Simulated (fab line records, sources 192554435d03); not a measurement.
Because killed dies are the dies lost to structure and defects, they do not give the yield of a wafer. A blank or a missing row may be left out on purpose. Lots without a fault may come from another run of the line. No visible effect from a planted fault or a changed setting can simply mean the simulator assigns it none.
fab line records    flow n5-finfet
record: lots: 24  wafers: 72  last-day: 19
route steps=1938 shown BEOL_M2@876 BEOL_M3@931
lots that met no fault: taken from a fault-free run of the same line
start-h: hours from the record's opening day to when the first of the lot's shown wafers began    wait-h: how many hours have passed since the lot's step before this one    " as in the row above    L1.1+2: one row covering several wafers at once    - either no value or no given start    * or withheld: withheld    < > ~ a bound
route shown NAME@n: NAME is a module with steps in the file, n the number in the route of the first one    usual: average and standard deviation across the fault-free wafers    same: alike in all rows    chamber/n: place in a boat    sites: per-site readings    _std_site: standard deviation of those values    _edge_site: the outer-site mean with the inner-site mean subtracted    radius-mm: for every site, how far away it sits from the centre of the wafer    mask NAME#n: copy n    behind: tool/chamber where the wafer was last shaped    hold: what put the lot on hold/how long, in hours/how the hold closed    device: names the non-switching transistor (n, p or np)    end of line: at the end of the route, the tests of the same wafers    a step without rows: its recipe alone    killed: the dies lost at the first sort to structure and to defects; this is not the yield of the wafer    map: dies across one wafer; x = killed, . = not, _ = none there
set.NAME: setting as actually run; set.NAME@STEP: the setting as run at that earlier step    model.NAME: the simulator's own value behind a step, which no gauge read
a sample of lots followed through the steps of the route, with each step as a table and each wafer as a row
services: from which hour (start-h, from the record's first day; less than 0 if before it) a tool's chamber was out of use, for how many hours, and why
== steps ==
step: N5_BEOL_M2_CD_MEAS_28
recipe: target-cd-nm: 26.2  landing-energy-ev: 500  detector: se-inlens  target-cd-y-nm: 24.1  polarity: opening
usual: cd-nm: 26.18/0.24
lot.wafer  tool       chamber  start-h  wait-h  cd-nm
L074.2     cd-sem-03  0        132.24   -       25.88
L074.3     "          0        "        "       26.05
L074.4     "          0        "        "       26.02
L076.2     cd-sem-01  0        138.32   -       25.70
L076.3     "          0        "        "       26.31
L076.5     "          0        "        "       25.76
L075.4     cd-sem-01  0        147.03   -       26.10
L075.5     "          0        "        "       25.73
L075.6     "          0        "        "       25.81
L077.4     cd-sem-03  0        154.09   -       26.36
L077.5     "          0        "        "       26.26
L077.6     "          0        "        "       25.87
L078.1     cd-sem-01  0        170.87   -       26.74
L078.3     "          0        "        "       26.39
L078.4     "          0        "        "       26.37
L079.2     cd-sem-01  0        172.64   -       26.50
L079.5     "          0        "        "       26.29
L079.6     "          0        "        "       26.22
L080.2     cd-sem-01  0        172.93   -       26.25
L080.3     "          0        "        "       26.57
L080.6     "          0        "        "       26.20
L083.2     cd-sem-01  0        188.94   -       26.09
L083.3     "          0        "        "       26.15
L083.6     "          0        "        "       26.41
L082.2     cd-sem-01  0        196.66   -       26.44
L082.4     "          0        "        "       26.06
L082.5     "          0        "        "       26.49
L081.3     cd-sem-03  0        197.18   -       26.27
L081.5     "          0        "        "       26.25
L081.6     "          0        "        "       26.22
L084.2     cd-sem-01  0        197.60   -       26.17
L084.3     "          0        "        "       26.10
L084.4     "          0        "        "       26.15
L085.1     cd-sem-03  0        198.01   -       26.34
L085.2     "          0        "        "       26.14
L085.3     "          0        "        "       26.02
L086.4     cd-sem-02  0        214.35   -       25.86
L086.5     "          0        "        "       26.18
L086.6     "          0        "        "       25.70
L089.3     cd-sem-01  0        223.39   -       25.92
L089.4     "          0        "        "       26.21
L089.5     "          0        "        "       26.17
L087.2     cd-sem-03  0        223.92   -       26.22
L087.4     "          0        "        "       25.92
L087.5     "          0        "        "       26.65
L088.2     cd-sem-03  0        226.43   -       26.55
L088.3     "          0        "        "       25.92
L088.5     "          0        "        "       26.39
L090.2     cd-sem-02  0        240.21   -       26.34
L090.3     "          0        "        "       26.28
L090.4     "          0        "        "       26.26
L091.1     cd-sem-01  0        240.59   -       26.32
L091.3     "          0        "        "       26.44
L091.6     "          0        "        "       25.80
L092.2     cd-sem-02  0        243.48   -       26.40
L092.5     "          0        "        "       25.95
L092.6     "          0        "        "       26.07
L093.1     cd-sem-01  0        251.31   -       26.31
L093.3     "          0        "        "       26.21
L093.6     "          0        "        "       26.31
L094.1     cd-sem-01  0        259.22   -       26.64
L094.2     "          0        "        "       26.53
L094.3     "          0        "        "       26.10
L095.2     cd-sem-02  0        262.94   -       26.12
L095.3     "          0        "        "       26.34
L095.6     "          0        "        "       26.31
L097.1     cd-sem-02  0        270.14   -       26.26
L097.3     "          0        "        "       25.86
L097.6     "          0        "        "       26.07
L096.4     cd-sem-02  0        273.75   -       26.22
L096.5     "          0        "        "       26.16
L096.6     "          0        "        "       26.15
step: N5_BEOL_M2_ETCHBACK_99
recipe: chemistry: CHF3  target: SiO2  target-depth-a: 50  time-s: 10.4  source-w: 215  bias-w: 47  Ar_flow_sccm: 200  CHF3_flow_sccm: 12  ion-energy-ev: 100  pressure-mtorr: 30
usual: drypump-motor-current-A: 5.5/0.35  oes-product-au: 0.80/0.077  rf-vpp-V: 241/3.9  showerhead-plenum-p-Torr: 2.18/0.061  throttle-valve-pct: 17.06/0.18
lot.wafer  tool         chamber  start-h  wait-h  drypump-motor-current-A  oes-product-au  rf-hours-counter-h  rf-vpp-V  showerhead-plenum-p-Torr  throttle-valve-pct
L074.2     rie-diel-02  0        135.68   3.1     5.7                      0.70            207                 241       2.21                      17.43
L074.3     "            3        "        "       5.1                      0.75            159                 243       2.24                      17.03
L074.4     "            1        "        "       4.7                      0.82            84                  242       2.18                      17.27
L076.2     rie-diel-02  2        140.62   1.6     5.5                      0.73            167                 245       2.14                      17.00
L076.3     "            0        "        "       5.6                      0.70            209                 241       2.21                      17.44
L076.5     "            2        "        "       5.5                      0.74            -                   245       2.14                      16.98
L075.4     rie-diel-04  0        147.89   0.0     5.7                      0.71            -                   239       2.12                      17.21
L075.5     "            2        "        "       5.3                      0.88            -                   238       2.19                      17.03
L075.6     "            1        "        "       5.4                      0.92            -                   235       2.11                      16.92
L077.4     rie-diel-01  3        156.19   1.8     5.7                      0.90            33                  238       2.10                      16.84
L077.5     "            1        "        "       5.9                      0.70            -                   243       2.22                      17.17
L077.6     "            0        "        "       5.3                      0.88            -                   248       2.27                      16.84
L078.1     rie-diel-02  2        177.19   5.3     5.5                      0.73            180                 246       2.14                      17.01
L078.3     "            3        "        "       5.1                      0.73            173                 242       2.24                      17.06
L078.4     "            1        "        "       4.7                      0.82            93                  242       2.17                      17.28
L079.2     rie-diel-04  2        177.23   4.3     5.4                      0.85            66                  237       2.19                      17.05
L079.5     "            1        "        "       5.4                      0.90            -                   236       2.10                      16.95
L079.6     "            0        "        "       5.7                      0.71            -                   239       2.12                      17.24
L080.2     rie-diel-01  0        179.89   6.7     5.3                      0.87            63                  248       2.27                      16.82
L080.3     "            3        "        "       5.7                      0.88            41                  238       2.10                      16.87
L080.6     "            2        "        "       6.1                      0.88            -                   242       2.28                      16.81
L083.2     rie-diel-01  2        190.89   1.6     6.1                      0.88            55                  244       2.27                      16.84
L083.3     "            3        "        "       5.7                      0.87            46                  238       2.10                      16.88
L083.6     "            2        "        "       6.1                      0.87            -                   245       2.27                      16.83
L082.2     rie-diel-02  2        198.90   1.9     5.5                      0.72            188                 246       2.14                      17.04
L082.4     "            1        "        "       4.7                      0.81            -                   241       2.17                      17.30
L082.5     "            0        "        "       5.6                      0.69            -                   241       2.20                      17.46
L081.3     rie-diel-01  3        199.94   2.4     5.7                      0.88            49                  237       2.09                      16.88
L081.5     "            1        "        "       5.9                      0.68            -                   243       2.22                      17.18
L081.6     "            2        "        "       6.1                      0.86            -                   245       2.27                      16.83
L084.2     rie-diel-01  0        203.11   5.2     5.3                      0.86            67                  248       2.27                      16.83
L084.3     "            3        "        "       5.7                      0.86            50                  238       2.09                      16.88
L084.4     "            1        "        "       5.9                      0.68            228                 243       2.22                      17.18
L085.1     rie-diel-04  1        206.14   7.7     5.4                      0.88            42                  234       2.10                      16.94
L085.2     "            2        "        "       5.4                      0.85            75                  235       2.18                      17.08
L085.3     "            3        "        "       5.6                      0.85            59                  239       2.19                      17.08
L086.4     rie-diel-01  1        221.41   6.8     5.9                      0.68            234                 244       2.21                      17.19
L086.5     "            0        "        "       5.3                      0.85            -                   247       2.27                      16.85
L086.6     "            1        "        "       5.9                      0.67            -                   242       2.21                      17.20
L089.3     rie-diel-02  0        229.25   5.1     5.6                      0.68            238                 242       2.20                      17.49
L089.4     "            3        "        "       5.1                      0.72            -                   241       2.23                      17.09
L089.5     "            1        "        "       4.7                      0.80            -                   240       2.17                      17.31
L087.2     rie-diel-04  1        238.20   13.9    5.4                      0.87            47                  236       2.10                      16.95
L087.4     "            2        "        "       5.4                      0.83            86                  237       2.18                      17.09
L087.5     "            0        "        "       5.7                      0.70            -                   240       2.11                      17.27
L088.2     rie-diel-01  0        238.26   10.6    5.2                      0.85            79                  249       2.27                      16.86
L088.3     "            2        "        "       6.1                      0.85            72                  245       2.27                      16.86
L088.5     "            1        "        "       5.9                      0.68            -                   242       2.21                      17.21
L090.2     rie-diel-04  3        249.22   8.2     5.6                      0.81            75                  239       2.18                      17.09
L090.3     "            2        "        "       5.4                      0.83            91                  235       2.18                      17.10
L090.4     "            0        "        "       5.7                      0.69            243                 238       2.11                      17.27
L091.1     rie-diel-04  3        249.59   8.4     5.6                      0.82            75                  238       2.18                      17.10
L091.3     "            0        "        "       5.8                      0.69            243                 239       2.11                      17.26
L091.6     "            2        "        "       5.4                      0.83            -                   237       2.18                      17.10
L092.2     rie-diel-02  1        249.71   5.2     4.7                      0.80            117                 242       2.17                      17.32
L092.5     "            1        "        "       4.7                      0.80            -                   240       2.17                      17.32
L092.6     "            2        "        "       5.5                      0.72            -                   246       2.13                      17.05
L093.1     rie-diel-01  3        257.50   5.7     5.7                      0.85            63                  238       2.09                      16.89
L093.3     "            1        "        "       5.9                      0.68            242                 242       2.21                      17.21
L093.6     "            1        "        "       5.9                      0.67            -                   241       2.21                      17.21
L094.1     rie-diel-04  2        268.15   8.6     5.4                      0.82            98                  235       2.17                      17.12
L094.2     "            3        "        "       5.6                      0.82            83                  240       2.18                      17.10
L094.3     "            1        "        "       5.4                      0.86            59                  237       2.09                      16.98
L095.2     rie-diel-01  0        272.82   8.9     5.3                      0.83            84                  249       2.26                      16.86
L095.3     "            2        "        "       6.1                      0.84            79                  243       2.27                      16.88
L095.6     "            1        "        "       5.9                      0.67            -                   242       2.21                      17.21
L097.1     rie-diel-04  3        288.56   17.9    5.6                      0.81            90                  240       2.17                      17.12
L097.3     "            0        "        "       5.7                      0.99            3                   237       2.11                      16.83
L097.6     "            3        "        "       5.6                      0.81            -                   239       2.17                      17.11
L096.4     rie-diel-01  0        292.85   18.7    5.3                      0.82            -                   247       2.26                      16.88
L096.5     "            2        "        "       6.0                      0.83            -                   245       2.26                      16.89
L096.6     "            3        "        "       5.7                      0.83            -                   239       2.08                      16.94
step: N5_BEOL_M2_DEGAS_44
recipe: ambient: vacuum  temp-c: 250  time-s: 60
usual: heater-power-w: 326/35
lot.wafer  tool            chamber  start-h  wait-h  heater-power-w
L074.2     pvd-sputter-02  -        137.02   0.8     237
L074.3     "               -        "        "       339
L074.4     "               -        "        "       335
L076.2     pvd-sputter-03  -        143.02   1.8     326
L076.3     "               -        "        "       354
L076.5     "               -        "        "       360
L075.4     pvd-sputter-03  -        148.64   0.2     310
L075.5     "               -        "        "       314
L075.6     "               -        "        "       358
L077.4     pvd-sputter-02  -        157.20   0.4     346
L077.5     "               -        "        "       354
L077.6     "               -        "        "       338
L078.1     pvd-sputter-03  -        177.85   0.1     369
L078.3     "               -        "        "       346
L078.4     "               -        "        "       330
L079.2     pvd-sputter-03  -        177.93   0.1     327
L079.5     "               -        "        "       337
L079.6     "               -        "        "       308
L080.2     pvd-sputter-03  -        181.13   0.7     316
L080.3     "               -        "        "       337
L080.6     "               -        "        "       334
L083.2     pvd-sputter-02  -        191.93   0.5     339
L083.3     "               -        "        "       342
L083.6     "               -        "        "       346
L082.2     pvd-sputter-02  -        200.25   0.8     346
L082.4     "               -        "        "       343
L082.5     "               -        "        "       349
L081.3     pvd-sputter-01  -        200.89   0.3     340
L081.5     "               -        "        "       249
L081.6     "               -        "        "       335
L084.2     pvd-sputter-03  -        204.07   0.4     336
L084.3     "               -        "        "       335
L084.4     "               -        "        "       370
L085.1     pvd-sputter-02  -        207.03   0.3     237
L085.2     "               -        "        "       339
L085.3     "               -        "        "       333
L086.4     pvd-sputter-02  -        222.35   0.4     239
L086.5     "               -        "        "       241
L086.6     "               -        "        "       340
L089.3     pvd-sputter-01  -        229.85   0.0     333
L089.4     "               -        "        "       330
L089.5     "               -        "        "       250
L087.2     pvd-sputter-02  -        239.01   0.3     350
L087.4     "               -        "        "       246
L087.5     "               -        "        "       346
L088.2     pvd-sputter-03  -        239.07   0.3     365
L088.3     "               -        "        "       307
L088.5     "               -        "        "       342
L090.2     pvd-sputter-03  -        249.92   0.1     325
L090.3     "               -        "        "       316
L090.4     "               -        "        "       359
L091.1     pvd-sputter-03  -        250.18   0.0     328
L091.3     "               -        "        "       312
L091.6     "               -        "        "       335
L092.2     pvd-sputter-03  -        250.30   0.0     356
L092.5     "               -        "        "       340
L092.6     "               -        "        "       334
L093.1     pvd-sputter-01  -        258.10   0.0     341
L093.3     "               -        "        "       335
L093.6     "               -        "        "       331
L094.1     pvd-sputter-03  -        268.82   0.1     333
L094.2     "               -        "        "       317
L094.3     "               -        "        "       361
L095.2     pvd-sputter-02  -        273.58   0.2     355
L095.3     "               -        "        "       341
L095.6     "               -        "        "       344
L097.1     pvd-sputter-01  -        289.17   0.1     335
L097.3     "               -        "        "       345
L097.6     "               -        "        "       339
L096.4     pvd-sputter-02  -        293.99   0.6     234
L096.5     "               -        "        "       239
L096.6     "               -        "        "       335
step: N5_BEOL_M2_SURFACE_TREAT_85
recipe: gas: Ar  time-s: *  ion-energy-ev: *  ion-current-ma-cm2: 0.5  pressure-mtorr: *  ar-flow-sccm: 30
usual: ar-flow-sccm: 30.00/0.083  throttle-valve-pct: *
lot.wafer  tool            chamber  start-h  wait-h  ar-flow-sccm  throttle-valve-pct
L074.2     pvd-sputter-02  -        137.46   0.2     29.92         *
L074.3     "               -        "        "       29.85         *
L074.4     "               -        "        "       29.84         *
L076.2     pvd-sputter-03  -        143.42   0.2     30.07         *
L076.3     "               -        "        "       30.05         *
L076.5     "               -        "        "       29.90         *
L075.4     pvd-sputter-03  -        148.97   0.1     29.96         *
L075.5     "               -        "        "       29.98         *
L075.6     "               -        "        "       29.96         *
L077.4     pvd-sputter-01  -        157.51   0.1     30.01         *
L077.5     "               -        "        "       30.16         *
L077.6     "               -        "        "       30.00         *
L078.1     pvd-sputter-02  -        178.22   0.2     30.17         *
L078.3     "               -        "        "       29.96         *
L078.4     "               -        "        "       30.01         *
L079.2     pvd-sputter-01  -        178.29   0.2     29.98         *
L079.5     "               -        "        "       29.84         *
L079.6     "               -        "        "       30.14         *
L080.2     pvd-sputter-01  -        181.53   0.1     29.95         *
L080.3     "               -        "        "       29.90         *
L080.6     "               -        "        "       30.08         *
L083.2     pvd-sputter-03  -        192.44   0.2     30.00         *
L083.3     "               -        "        "       30.07         *
L083.6     "               -        "        "       29.89         *
L082.2     pvd-sputter-02  -        200.83   0.3     30.00         *
L082.4     "               -        "        "       30.10         *
L082.5     "               -        "        "       29.99         *
L081.3     pvd-sputter-03  -        201.87   0.6     30.14         *
L081.5     "               -        "        "       30.01         *
L081.6     "               -        "        "       30.08         *
L084.2     pvd-sputter-03  -        204.41   0.1     30.00         *
L084.3     "               -        "        "       30.09         *
L084.4     "               -        "        "       30.02         *
L085.1     pvd-sputter-02  -        207.37   0.1     29.91         *
L085.2     "               -        "        "       29.97         *
L085.3     "               -        "        "       30.07         *
L086.4     pvd-sputter-02  -        222.77   0.2     30.01         *
L086.5     "               -        "        "       29.90         *
L086.6     "               -        "        "       30.12         *
L089.3     pvd-sputter-02  -        231.86   1.6     30.03         *
L089.4     "               -        "        "       29.98         *
L089.5     "               -        "        "       30.04         *
L087.2     pvd-sputter-01  -        239.45   0.2     29.95         *
L087.4     "               -        "        "       30.11         *
L087.5     "               -        "        "       29.92         *
L088.2     pvd-sputter-03  -        239.75   0.3     30.00         *
L088.3     "               -        "        "       29.95         *
L088.5     "               -        "        "       29.99         *
L090.2     pvd-sputter-01  -        250.29   0.2     30.05         *
L090.3     "               -        "        "       29.82         *
L090.4     "               -        "        "       29.95         *
L091.1     pvd-sputter-03  -        250.51   0.1     29.93         *
L091.3     "               -        "        "       30.07         *
L091.6     "               -        "        "       29.92         *
L092.2     pvd-sputter-01  -        250.79   0.3     29.95         *
L092.5     "               -        "        "       29.93         *
L092.6     "               -        "        "       30.08         *
L093.1     pvd-sputter-02  -        258.90   0.6     30.15         *
L093.3     "               -        "        "       30.04         *
L093.6     "               -        "        "       30.00         *
L094.1     pvd-sputter-02  -        269.88   0.9     30.04         *
L094.2     "               -        "        "       30.12         *
L094.3     "               -        "        "       29.94         *
L095.2     pvd-sputter-03  -        274.00   0.2     29.97         *
L095.3     "               -        "        "       29.91         *
L095.6     "               -        "        "       29.89         *
L097.1     pvd-sputter-03  -        289.69   0.3     29.92         *
L097.3     "               -        "        "       30.05         *
L097.6     "               -        "        "       29.97         *
L096.4     pvd-sputter-02  -        294.39   0.2     30.03         *
L096.5     "               -        "        "       29.89         *
L096.6     "               -        "        "       30.11         *
step: N5_BEOL_M2_SPUTTER_94
recipe: material: Cu  target-thk-a: 45  temp-c: -20  chamber-pressure-pa: 0.07  power-w: withheld  time-s: 8.29
usual: throttle-valve-pct: 30.4/1.1
lot.wafer  tool            chamber  start-h  wait-h  throttle-valve-pct
L074.2     pvd-sputter-02  -        139.36   0.1     30.0
L074.3     "               -        "        "       31.7
L074.4     "               -        "        "       29.3
L076.2     pvd-sputter-01  -        145.20   0.1     30.2
L076.3     "               -        "        "       31.3
L076.5     "               -        "        "       28.5
L075.4     pvd-sputter-02  -        150.73   0.1     31.5
L075.5     "               -        "        "       29.4
L075.6     "               -        "        "       31.3
L077.4     pvd-sputter-02  -        159.44   0.0     31.8
L077.5     "               -        "        "       30.1
L077.6     "               -        "        "       31.2
L078.1     pvd-sputter-03  -        180.07   0.1     29.7
L078.3     "               -        "        "       28.9
L078.4     "               -        "        "       29.5
L079.2     pvd-sputter-02  -        180.12   0.1     31.8
L079.5     "               -        "        "       29.6
L079.6     "               -        "        "       30.1
L080.2     pvd-sputter-02  -        183.42   0.1     30.3
L080.3     "               -        "        "       31.2
L080.6     "               -        "        "       29.4
L083.2     pvd-sputter-01  -        197.81   0.1     30.2
L083.3     "               -        "        "       28.6
L083.6     "               -        "        "       28.5
L082.2     pvd-sputter-02  -        202.75   0.1     30.3
L082.4     "               -        "        "       31.2
L082.5     "               -        "        "       30.2
L081.3     pvd-sputter-03  -        203.77   0.1     29.7
L081.5     "               -        "        "       29.6
L081.6     "               -        "        "       30.0
L084.2     pvd-sputter-02  -        206.27   0.1     30.1
L084.3     "               -        "        "       31.6
L084.4     "               -        "        "       31.2
L085.1     pvd-sputter-03  -        209.13   0.1     28.6
L085.2     "               -        "        "       29.5
L085.3     "               -        "        "       29.9
L086.4     pvd-sputter-02  -        224.55   0.1     29.3
L086.5     "               -        "        "       31.5
L086.6     "               -        "        "       29.3
L089.3     pvd-sputter-03  -        233.75   0.1     29.5
L089.4     "               -        "        "       28.9
L089.5     "               -        "        "       29.7
L087.2     pvd-sputter-02  -        241.35   0.1     29.4
L087.4     "               -        "        "       30.3
L087.5     "               -        "        "       31.5
L088.2     pvd-sputter-03  -        241.51   0.1     32.2
L088.3     "               -        "        "       28.7
L088.5     "               -        "        "       32.6
L090.2     pvd-sputter-01  -        252.37   0.1     31.2
L090.3     "               -        "        "       30.5
L090.4     "               -        "        "       30.4
L091.1     pvd-sputter-02  -        252.48   0.1     31.3
L091.3     "               -        "        "       29.4
L091.6     "               -        "        "       31.1
L092.2     pvd-sputter-03  -        254.05   0.1     32.5
L092.5     "               -        "        "       29.8
L092.6     "               -        "        "       29.3
L093.1     pvd-sputter-01  -        261.74   0.1     30.7
L093.3     "               -        "        "       28.4
L093.6     "               -        "        "       28.5
L094.1     pvd-sputter-02  -        271.64   0.1     29.5
L094.2     "               -        "        "       31.1
L094.3     "               -        "        "       30.2
L095.2     pvd-sputter-01  -        275.85   0.1     30.5
L095.3     "               -        "        "       28.4
L095.6     "               -        "        "       30.5
L097.1     pvd-sputter-02  -        292.57   0.1     29.6
L097.3     "               -        "        "       31.4
L097.6     "               -        "        "       31.2
L096.4     pvd-sputter-02  -        296.41   0.1     31.4
L096.5     "               -        "        "       29.6
L096.6     "               -        "        "       30.1
step: N5_BEOL_M3_ILD_DEP_00
recipe: material: SiOC  target-thk-a: 790  temp-c: 350  precursor: DEMS/O2  pressure-torr: 5  rf-w: 500  time-s: 15.3
usual: heater-power-w: 452/82  showerhead-plenum-p-Torr: 5.693/0.012  showerhead-vpp-V: 1412/61  throttle-valve-pct: 12.1/0.57
lot.wafer  tool      chamber  start-h  wait-h  heater-power-w  showerhead-plenum-p-Torr  showerhead-vpp-V  throttle-valve-pct
L074.2     pecvd-01  2        140.69   0.0     414             5.689                     1400              11.8
L074.3     "         1        "        "       440             5.699                     1337              12.2
L074.4     "         2        "        "       407             5.694                     1379              12.2
L076.2     pecvd-04  2        146.53   0.0     457             5.683                     1417              11.8
L076.3     "         1        "        "       373             5.711                     1540              12.4
L076.5     "         0        "        "       618             5.708                     1536              12.2
L075.4     pecvd-03  1        152.28   0.1     527             5.680                     1512              12.3
L075.5     "         2        "        "       626             5.698                     1367              11.6
L075.6     "         0        "        "       438             5.681                     1375              13.2
L077.4     pecvd-01  1        160.76   0.1     431             5.686                     1344              12.2
L077.5     "         0        "        "       431             5.675                     1420              11.4
L077.6     "         2        "        "       346             5.695                     1389              11.8
L078.1     pecvd-01  2        181.41   0.0     347             5.691                     1386              11.9
L078.3     "         0        "        "       431             5.684                     1393              11.4
L078.4     "         0        "        "       434             5.688                     1411              11.2
L079.2     pecvd-03  1        181.64   0.0     502             5.707                     1491              12.6
L079.5     "         1        "        "       498             5.699                     1513              12.4
L079.6     "         2        "        "       671             5.697                     1387              11.6
L080.2     pecvd-01  2        184.76   0.0     390             5.705                     1414              12.2
L080.3     "         0        "        "       395             5.666                     1432              11.5
L080.6     "         0        "        "       398             5.680                     1391              11.5
L083.2     pecvd-04  1        199.44   0.0     454             5.696                     1511              12.3
L083.3     "         0        "        "       570             5.713                     1505              12.0
L083.6     "         2        "        "       512             5.691                     1430              12.0
L082.2     pecvd-01  0        204.13   0.0     480             5.687                     1390              11.5
L082.4     "         0        "        "       471             5.684                     1447              11.5
L082.5     "         2        "        "       405             5.690                     1394              11.6
L081.3     pecvd-01  0        205.10   0.0     476             5.678                     1431              11.2
L081.5     "         2        "        "       390             5.687                     1373              12.2
L081.6     "         0        "        "       468             5.678                     1418              11.2
L084.2     pecvd-04  0        207.63   0.0     561             5.711                     1528              12.0
L084.3     "         1        "        "       426             5.685                     1525              12.8
L084.4     "         2        "        "       504             5.677                     1397              11.7
L085.1     pecvd-03  1        210.47   0.0     561             5.707                     1512              12.1
L085.2     "         2        "        "       666             5.694                     1408              11.9
L085.3     "         0        "        "       378             5.703                     1416              13.4
L086.4     pecvd-01  1        225.90   0.1     440             5.700                     1312              12.3
L086.5     "         2        "        "       359             5.695                     1357              11.9
L086.6     "         0        "        "       468             5.679                     1418              11.0
L089.3     pecvd-01  2        235.10   0.0     407             5.692                     1378              12.1
L089.4     "         0        "        "       414             5.679                     1426              11.1
L089.5     "         1        "        "       360             5.678                     1324              12.3
L087.2     pecvd-01  1        242.68   0.0     435             5.689                     1340              12.3
L087.4     "         2        "        "       387             5.689                     1388              11.9
L087.5     "         0        "        "       413             5.670                     1410              11.1
L088.2     pecvd-01  0        242.87   0.0     476             5.680                     1410              11.2
L088.3     "         1        "        "       430             5.697                     1320              12.2
L088.5     "         0        "        "       485             5.687                     1439              11.4
L090.2     pecvd-01  0        253.73   0.0     417             5.665                     1423              11.3
L090.3     "         2        "        "       417             5.692                     1398              11.8
L090.4     "         2        "        "       415             5.703                     1387              12.2
L091.1     pecvd-03  1        253.84   0.0     458             5.681                     1515              12.3
L091.3     "         0        "        "       441             5.675                     1394              13.2
L091.6     "         2        "        "       642             5.696                     1378              11.5
L092.2     pecvd-03  0        255.38   0.0     383             5.696                     1402              13.1
L092.5     "         0        "        "       391             5.699                     1400              13.1
L092.6     "         1        "        "       472             5.696                     1514              12.6
L093.1     pecvd-01  0        263.07   0.0     389             5.682                     1424              11.3
L093.3     "         1        "        "       422             5.703                     1348              12.1
L093.6     "         0        "        "       393             5.678                     1397              11.1
L094.1     pecvd-03  1        272.97   0.0     515             5.695                     1524              12.5
L094.2     "         2        "        "       628             5.701                     1391              11.7
L094.3     "         0        "        "       365             5.698                     1384              13.3
L095.2     pecvd-04  2        277.18   0.0     458             5.694                     1413              11.7
L095.3     "         0        "        "       559             5.698                     1511              12.0
L095.6     "         1        "        "       436             5.700                     1488              12.7
L097.1     pecvd-03  1        294.00   0.0     512             5.694                     1502              12.2
L097.3     "         1        "        "       495             5.699                     1470              12.4
L097.6     "         0        "        "       424             5.676                     1379              13.2
L096.4     pecvd-01  0        297.77   0.1     410             5.673                     1416              11.3
L096.5     "         1        "        "       356             5.702                     1330              12.2
L096.6     "         2        "        "       325             5.709                     1385              12.1
== services ==
tool            chamber  start-h  hours  kind
rie-diel-02     0        113.52   7.3    repair
pecvd-01        0        130.82   18.9   repair
rie-diel-01     1        136.85   10.3   repair
rie-diel-02     1        137.28   9.5    repair
rie-diel-04     3        144.66   14.2   repair
pvd-sputter-01  -        146.86   5.2    repair
pecvd-04        -        158.24   2.8    pm
rie-diel-02     -        159.50   1.4    repair
pecvd-01        -        168.97   1.6    repair
rie-diel-01     0        183.85   7.7    repair
pecvd-04        -        184.15   6.0    pm
rie-diel-02     3        195.74   3.8    repair
rie-diel-04     1        207.48   14.3   repair
rie-diel-04     -        209.64   0.6    repair
pecvd-03        1        210.96   3.6    repair
rie-diel-04     0        217.81   6.3    repair
rie-diel-02     2        227.15   4.2    repair
rie-diel-01     -        238.63   15.6   pm
rie-diel-02     2        252.28   2.4    repair
pecvd-03        -        258.24   0.9    repair
rie-diel-01     0        259.64   4.1    repair
rie-diel-02     -        260.12   2.8    pm
pecvd-03        2        284.98   11.5   repair
rie-diel-04     -        297.70   2.8    pm
== key ==
fault none
